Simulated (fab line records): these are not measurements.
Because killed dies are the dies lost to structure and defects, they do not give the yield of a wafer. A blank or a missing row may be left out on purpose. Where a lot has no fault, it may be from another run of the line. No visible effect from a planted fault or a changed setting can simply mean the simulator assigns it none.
Code-filled problem report in 8D (eight disciplines) form + flow n5-finfet + the parts of the form that need people (team, actions taken, sign-off) are left out

1. THE ISSUE
run-length-s at N5_BEOL_M14_ETCH_59 reads a mean of 83.4 s on 3 wafers of 1 lot; wafers without a fault read 91.4 s with a standard deviation of 0.31. That is -26 standard deviations from the usual mean.
The step: etches BARC in N2/H2, target depth 89 nm, overetch 26.7 nm, time 67.9 s.
First seen on wafer L451.2, day 12 23:43, on rie-diel-06. Wafers with a number at this step in the record: 33, from 11 lots. By rule, "out" or "out of limits" means more than 4 standard deviations away from the usual mean. The rest of the wafers with a number are treated as sound.

2. WHAT IT IS AND WHAT IT IS NOT
| question                    | is                     | is not                                                                                             |
|-----------------------------|------------------------|----------------------------------------------------------------------------------------------------|
| which readings at this step | run-length-s           | drypump-motor-current-A, rf-vpp-V, showerhead-plenum-p-Torr, throttle-valve-pct                    |
| which lots                  | L451                   | L443, L444, L446, L447, L459, L461, L462, L464, L465, L466                                         |
| which wafers of those lots  | all that have a number | -                                                                                                  |
| read on which tools         | rie-diel-06            | rie-diel-01, rie-diel-03                                                                           |
| when                        | from day 12 23:43      | up to then (12 sound wafers); but 18 sound wafers of L459, L461, L462, L464, L465, L466 came after |

3. SUSPECTS, AND WHAT RULES EACH OUT
Counting: a tool at any process step up to the reading remains a suspect when it ran all the lots that are out and ran no sound lot after the first of those.
- pvd-sputter-02 at N5_BEOL_M13_SPUTTER_44 (material Ta, target thk 10 nm, time 16.13 s): ruled out as a lasting fault. The sound lots L459, L464 went through it after L451, its earliest lot that is out (day 12 21:57).
- rie-diel-06 at N5_BEOL_M14_ETCH_59 (etches BARC in N2/H2, target depth 89 nm, overetch 26.7 nm, time 67.9 s): ruled out as a lasting fault. The sound lots L462, L466 went through it after L451, its earliest lot that is out (day 12 23:43).
Left after counting: nothing in the record.

4. THE CAUSE (what the simulator had put in)
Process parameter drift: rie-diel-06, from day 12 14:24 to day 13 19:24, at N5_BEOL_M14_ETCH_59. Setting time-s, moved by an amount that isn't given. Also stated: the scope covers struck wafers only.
Counting ruled it out, wrongly.

5. THE CHAIN OF EFFECTS, in route order
Each row: a reading where the mean over the struck wafers with a number is more than 3 standard deviations away from the usual. Readings are gone through only where the record gives a usual standard deviation; hours: the median, over the lots, of the time from a lot's start at the first step in this table giving one to that lot's start at this step; sigmas: the change measured in usual standard deviations.
| hours | step                | reading      | usual  | on struck wafers | change | sigmas |
|-------|---------------------|--------------|--------|------------------|--------|--------|
| 0     | N5_BEOL_M14_ETCH_59 | run-length-s | 91.4 s | 83.4             | -8.0   | -26    |
Process steps it contains:
- N5_BEOL_M14_ETCH_59: etches BARC in N2/H2, target depth 89 nm, overetch 26.7 nm, time 67.9 s.

6. HOW IT WOULD HAVE BEEN CAUGHT EARLIER
9 hours passed between the start of the fault at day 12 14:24 and the first reading out of limits in this record, taken at day 12 23:43.
